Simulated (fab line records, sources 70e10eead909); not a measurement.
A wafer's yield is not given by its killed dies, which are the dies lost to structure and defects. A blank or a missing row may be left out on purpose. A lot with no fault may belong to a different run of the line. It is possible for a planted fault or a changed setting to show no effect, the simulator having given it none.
Which tool is to blame? :: flow nand harc :: 39 wafers from 13 lots sampled at 5 of the route's 1302 steps

== WHAT EACH GAUGE READ, for each wafer ==
NHARC_END_SORT_01. Usual: killed at array 58, standard deviation 18; killed at other 1.0, standard deviation 1.5; killed at periphery 4, standard deviation 3.1; killed dies 64, standard deviation 18; killed open 3.4, standard deviation 1.9; killed short 2.7, standard deviation 1.7.
lot: L537
measured: day 25 09:16
on: prober-02
killed at array: 55 53 43
killed at other: 0 0 0
killed at periphery: 3 10 7
killed dies: 58 63 50
killed open: 3 7 6
killed short: 2 4 5
flag: 

lot: L536
measured: day 24 22:54
on: prober-01
killed at array: 46 49 48
killed at other: 0 0 1
killed at periphery: 3 8 5
killed dies: 49 57 54
killed open: 2 3 2
killed short: 2 1 2
flag: 

lot: L539
measured: day 25 10:56
on: prober-01
killed at array: 78 75 77
killed at other: 0 1 0
killed at periphery: 2 3 6
killed dies: 80 79 83
killed open: 2 4 8
killed short: 4 3 4
flag: 

lot: L540
measured: day 25 23:05
on: prober-01
killed at array: 47 47 53
killed at other: 0 0 0
killed at periphery: 1 3 2
killed dies: 48 50 55
killed open: 3 5 5
killed short: 4 3 5
flag: 

lot: L541
measured: day 27 01:37
on: prober-02
killed at array: 56 75 67
killed at other: 1 0 3
killed at periphery: 8 7 8
killed dies: 65 82 78
killed open: 5 8 4
killed short: 0 1 1
flag: 

lot: L542
measured: day 27 04:52
on: prober-01
killed at array: 86 90 92
killed at other: 1 1 0
killed at periphery: 1 0 0
killed dies: 88 91 92
killed open: 2 1 2
killed short: 0 3 0
flag: 

lot: L546
measured: day 28 23:19
on: prober-01
killed at array: 45 62 53
killed at other: 1 0 1
killed at periphery: 8 6 11
killed dies: 54 68 65
killed open: 3 5 4
killed short: 3 2 5
flag: 

lot: L545
measured: day 29 06:22
on: prober-02
killed at array: 49 60 57
killed at other: 2 0 0
killed at periphery: 3 3 3
killed dies: 54 63 60
killed open: 4 4 4
killed short: 1 0 1
flag: 

lot: L547
measured: day 29 06:20
on: prober-01
killed at array: 40 48 49
killed at other: 1 0 0
killed at periphery: 0 1 1
killed dies: 41 49 50
killed open: 1 5 4
killed short: 2 0 2
flag: 

lot: L553
measured: day 31 09:43
on: prober-02
killed at array: 135 60 65
killed at other: 2 1 0
killed at periphery: 4 6 2
killed dies: 141 67 67
killed open: 6 3 0
killed short: 4 0 4
flag: 

lot: L552
measured: day 31 23:22
on: prober-01
killed at array: 72 147 80
killed at other: 0 0 1
killed at periphery: 1 3 5
killed dies: 73 150 86
killed open: 4 4 3
killed short: 0 3 0
flag: 

lot: L559
measured: day 34 04:51
on: prober-02
killed at array: 40 43 43
killed at other: 0 1 0
killed at periphery: 0 3 3
killed dies: 40 47 46
killed open: 6 1 5
killed short: 1 2 1
flag: 

lot: L558
measured: day 33 23:12
on: prober-01
killed at array: 66 56 70
killed at other: 0 0 0
killed at periphery: 8 2 3
killed dies: 74 58 73
killed open: 4 0 3
killed short: 3 4 5
flag: 

== EACH LOT AND THE TOOL THAT RAN IT (in order: tool; ch and the chambers of the sampled wafers; start) ==
lot: L537
NHARC_A_CHANNEL_FILL_D1_ALD_25: ald hk-01 ch 0,1,2, day 10 15:04
NHARC_THIN_TSV_ETCHBACK_48: rie diel-04 ch 0,2,3, day 24 23:09
NHARC_THIN_TSV_PRE_CLEAN_50: pvd sputter-02, day 25 09:16 or earlier
NHARC_THIN_TSV_PVD_19: pvd sputter-02, day 25 09:16 or earlier

lot: L536
NHARC_A_CHANNEL_FILL_D1_ALD_25: ald hk-02 ch 0,1,3, day 10 16:19
NHARC_THIN_TSV_ETCHBACK_48: rie diel-04 ch 0,2,3, day 24 08:40
NHARC_THIN_TSV_PRE_CLEAN_50: pvd sputter-01, day 24 22:54 or earlier
NHARC_THIN_TSV_PVD_19: pvd sputter-01, day 24 22:54 or earlier

lot: L539
NHARC_A_CHANNEL_FILL_D1_ALD_25: ald hk-02 ch 1,2,3, day 11 11:51
NHARC_THIN_TSV_ETCHBACK_48: rie diel-03 ch 1,2, day 24 20:43
NHARC_THIN_TSV_PRE_CLEAN_50: pvd sputter-02, day 25 10:56 or earlier
NHARC_THIN_TSV_PVD_19: pvd sputter-02, day 25 10:56 or earlier

lot: L540
NHARC_A_CHANNEL_FILL_D1_ALD_25: ald hk-02 ch 0,2,3, day 11 18:14
NHARC_THIN_TSV_ETCHBACK_48: rie diel-03 ch 1,3, day 25 09:19
NHARC_THIN_TSV_PRE_CLEAN_50: pvd sputter-03, day 25 23:05 or earlier
NHARC_THIN_TSV_PVD_19: pvd sputter-03, day 25 23:05 or earlier

lot: L541
NHARC_A_CHANNEL_FILL_D1_ALD_25: ald hk-02 ch 1,3, day 12 06:53
NHARC_THIN_TSV_ETCHBACK_48: rie diel-01 ch 0,2,3, day 26 08:26
NHARC_THIN_TSV_PRE_CLEAN_50: pvd sputter-02, day 27 01:37 or earlier
NHARC_THIN_TSV_PVD_19: pvd sputter-02, day 27 01:37 or earlier

lot: L542
NHARC_A_CHANNEL_FILL_D1_ALD_25: ald hk-01 ch 0,2, day 12 22:51
NHARC_THIN_TSV_ETCHBACK_48: rie diel-01 ch 0,1,3, day 26 16:23
NHARC_THIN_TSV_PRE_CLEAN_50: pvd sputter-03, day 27 04:52 or earlier
NHARC_THIN_TSV_PVD_19: pvd sputter-03, day 27 04:52 or earlier

lot: L546
NHARC_A_CHANNEL_FILL_D1_ALD_25: ald hk-01 ch 0,1,2, day 14 13:46
NHARC_THIN_TSV_ETCHBACK_48: rie diel-01 ch 1,2,3, day 28 09:38
NHARC_THIN_TSV_PRE_CLEAN_50: pvd sputter-03, day 28 23:19 or earlier
NHARC_THIN_TSV_PVD_19: pvd sputter-03, day 28 23:19 or earlier

lot: L545
NHARC_A_CHANNEL_FILL_D1_ALD_25: ald hk-02 ch 0,3, day 14 13:47
NHARC_THIN_TSV_ETCHBACK_48: rie diel-01 ch 1,2,3, day 28 13:15
NHARC_THIN_TSV_PRE_CLEAN_50: pvd sputter-02, day 29 06:22 or earlier
NHARC_THIN_TSV_PVD_19: pvd sputter-02, day 29 06:22 or earlier

lot: L547
NHARC_A_CHANNEL_FILL_D1_ALD_25: ald hk-02 ch 0,1,2, day 15 07:24
NHARC_THIN_TSV_ETCHBACK_48: rie diel-04 ch 0,2,3, day 28 08:34
NHARC_THIN_TSV_PRE_CLEAN_50: pvd sputter-01, day 29 06:20 or earlier
NHARC_THIN_TSV_PVD_19: pvd sputter-01, day 29 06:20 or earlier

lot: L553
NHARC_A_CHANNEL_FILL_D1_ALD_25: ald hk-02 ch 2,3, day 17 07:50
NHARC_THIN_TSV_ETCHBACK_48: rie diel-03 ch 0,1,3, day 30 20:05
NHARC_THIN_TSV_PRE_CLEAN_50: pvd sputter-01, day 31 09:43 or earlier
NHARC_THIN_TSV_PVD_19: pvd sputter-01, day 31 09:43 or earlier

lot: L552
NHARC_A_CHANNEL_FILL_D1_ALD_25: ald hk-02 ch 2,3, day 17 15:20
NHARC_THIN_TSV_ETCHBACK_48: rie diel-04 ch 0,2,3, day 31 10:44
NHARC_THIN_TSV_PRE_CLEAN_50: pvd sputter-01, day 31 23:22 or earlier
NHARC_THIN_TSV_PVD_19: pvd sputter-01, day 31 23:22 or earlier

lot: L559
NHARC_A_CHANNEL_FILL_D1_ALD_25: ald hk-01 ch 1,2, day 19 13:52
NHARC_THIN_TSV_ETCHBACK_48: rie diel-04 ch 0,2,3, day 33 14:51
NHARC_THIN_TSV_PRE_CLEAN_50: pvd sputter-03, day 34 04:51 or earlier
NHARC_THIN_TSV_PVD_19: pvd sputter-03, day 34 04:51 or earlier

lot: L558
NHARC_A_CHANNEL_FILL_D1_ALD_25: ald hk-03 ch 0,2,3, day 19 15:05
NHARC_THIN_TSV_ETCHBACK_48: rie diel-04 ch 0,2, day 33 09:29
NHARC_THIN_TSV_PRE_CLEAN_50: pvd sputter-03, day 33 23:12 or earlier
NHARC_THIN_TSV_PVD_19: pvd sputter-03, day 33 23:12 or earlier
- NHARC_A_CHANNEL_FILL_D1_ALD_25: deposits SiOx, target thk 60 nm, pulse time 10 s, ald cycles 600.
- NHARC_THIN_TSV_ETCHBACK_48: etches the open film in C4F8/Ar, target depth 1028.5 nm, time 405.17 s.
- NHARC_THIN_TSV_PRE_CLEAN_50: time 30 s.
- NHARC_THIN_TSV_PVD_19: deposits TaN, target thk 20 nm.

== AS READ BY THE TOOLS THEMSELVES (means over the sampled wafers that have a number; for cases with no such wafer, the mark the record gives instead) ==
NHARC_A_CHANNEL_FILL_D1_ALD_25. Usual: heater power w 455 W, standard deviation 26; precursor pulse height rel 1.000, standard deviation 0.018.
lot: L537
tool: ald hk-01
heater power w (W): 494
precursor pulse height rel: 0.985
flag: 

lot: L536
tool: ald hk-02
heater power w (W): 451
precursor pulse height rel: 1.009
flag: 

lot: L539
tool: ald hk-02
heater power w (W): 437
precursor pulse height rel: 1.006
flag: 

lot: L540
tool: ald hk-02
heater power w (W): 436
precursor pulse height rel: 1.007
flag: 

lot: L541
tool: ald hk-02
heater power w (W): 447
precursor pulse height rel: 0.988
flag: 

lot: L542
tool: ald hk-01
heater power w (W): 486
precursor pulse height rel: 1.004
flag: 

lot: L546
tool: ald hk-01
heater power w (W): 468
precursor pulse height rel: 1.007
flag: 

lot: L545
tool: ald hk-02
heater power w (W): 452
precursor pulse height rel: 0.991
flag: 

lot: L547
tool: ald hk-02
heater power w (W): 439
precursor pulse height rel: 0.993
flag: 

lot: L553
tool: ald hk-02
heater power w (W): 415
precursor pulse height rel: 1.022
flag: 

lot: L552
tool: ald hk-02
heater power w (W): 420
precursor pulse height rel: 0.980
flag: 

lot: L559
tool: ald hk-01
heater power w (W): 455
precursor pulse height rel: 0.993
flag: 

lot: L558
tool: ald hk-03
heater power w (W): 467
precursor pulse height rel: 0.990
flag: 

NHARC_THIN_TSV_ETCHBACK_48. Usual: oes product au 0.947 a.u., standard deviation 0.028; rf vpp V 543.1 V, standard deviation 1.9.
lot: L537
tool: rie diel-04
oes product au (a.u.): 0.925
rf vpp V (V): 544.0
flag: 

lot: L536
tool: rie diel-04
oes product au (a.u.): 0.960
rf vpp V (V): 543.6
flag: 

lot: L539
tool: rie diel-03
oes product au (a.u.): 0.931
rf vpp V (V): 542.3
flag: 

lot: L540
tool: rie diel-03
oes product au (a.u.): 0.928
rf vpp V (V): 545.2
flag: 

lot: L541
tool: rie diel-01
oes product au (a.u.): 0.920
rf vpp V (V): 543.2
flag: 

lot: L542
tool: rie diel-01
oes product au (a.u.): 0.921
rf vpp V (V): 542.9
flag: 

lot: L546
tool: rie diel-01
oes product au (a.u.): 0.916
rf vpp V (V): 541.8
flag: 

lot: L545
tool: rie diel-01
oes product au (a.u.): 0.966
rf vpp V (V): 541.8
flag: 

lot: L547
tool: rie diel-04
oes product au (a.u.): 0.921
rf vpp V (V): 543.1
flag: 

lot: L553
tool: rie diel-03
oes product au (a.u.): 0.957
rf vpp V (V): 544.2
flag: 

lot: L552
tool: rie diel-04
oes product au (a.u.): 1.003
rf vpp V (V): 543.2
flag: 

lot: L559
tool: rie diel-04
oes product au (a.u.): 0.925
rf vpp V (V): 542.8
flag: 

lot: L558
tool: rie diel-04
oes product au (a.u.): 0.926
rf vpp V (V): 541.0
flag: 

NHARC_THIN_TSV_PRE_CLEAN_50. Usual: heater power w reads 385 W (standard deviation 32).
lot: L537
tool: pvd sputter-02
heater power w (W): 415
flag: 

lot: L536
tool: pvd sputter-01
heater power w (W): 404
flag: 

lot: L539
tool: pvd sputter-02
heater power w (W): 411
flag: 

lot: L540
tool: pvd sputter-03
heater power w (W): 363
flag: 

lot: L541
tool: pvd sputter-02
heater power w (W): 387
flag: 

lot: L542
tool: pvd sputter-03
heater power w (W): 354
flag: 

lot: L546
tool: pvd sputter-03
heater power w (W): 384
flag: 

lot: L545
tool: pvd sputter-02
heater power w (W): 391
flag: 

lot: L547
tool: pvd sputter-01
heater power w (W): 391
flag: 

lot: L553
tool: pvd sputter-01
heater power w (W): 403
flag: 

lot: L552
tool: pvd sputter-01
heater power w (W): 407
flag: 

lot: L559
tool: pvd sputter-03
heater power w (W): 403
flag: 

lot: L558
tool: pvd sputter-03
heater power w (W): 369
flag: 

NHARC_THIN_TSV_PVD_19. Usual: throttle valve pct reads 29.8 % (standard deviation 1.1).
lot: L537
tool: pvd sputter-02
throttle valve pct (%): 30.7
flag: 

lot: L536
tool: pvd sputter-01
throttle valve pct (%): 29.2
flag: 

lot: L539
tool: pvd sputter-02
throttle valve pct (%): 30.9
flag: 

lot: L540
tool: pvd sputter-03
throttle valve pct (%): 29.4
flag: 

lot: L541
tool: pvd sputter-02
throttle valve pct (%): 31.0
flag: 

lot: L542
tool: pvd sputter-03
throttle valve pct (%): 29.0
flag: 

lot: L546
tool: pvd sputter-03
throttle valve pct (%): 29.9
flag: 

lot: L545
tool: pvd sputter-02
throttle valve pct (%): 31.2
flag: 

lot: L547
tool: pvd sputter-01
throttle valve pct (%): 28.6
flag: 

lot: L553
tool: pvd sputter-01
throttle valve pct (%): 30.2
flag: 

lot: L552
tool: pvd sputter-01
throttle valve pct (%): 29.4
flag: 

lot: L559
tool: pvd sputter-03
throttle valve pct (%): 30.7
flag: 

lot: L558
tool: pvd sputter-03
throttle valve pct (%): 30.6
flag: 

== THE ANSWER, worked out from the rows above alone ==
Rule: take the mean of a lot's wafers that have a number; if it is more than 3 standard deviations from the usual mean, the lot is off. Also off: a lot with no number at a reading for which 4 or more lots have one. The other lots that the step has rows for count as sound. Order of review: gauges by route order, followed by the tools' own readings, for which a lot's mean as printed above is used. At the first step where some lot is off, the reading lying furthest off is the one used; lots without a number count as furthest.
None of the lots is off at any reading shown; this tells nothing.

== WHAT WAS PUT IN BY THE SIMULATOR ==
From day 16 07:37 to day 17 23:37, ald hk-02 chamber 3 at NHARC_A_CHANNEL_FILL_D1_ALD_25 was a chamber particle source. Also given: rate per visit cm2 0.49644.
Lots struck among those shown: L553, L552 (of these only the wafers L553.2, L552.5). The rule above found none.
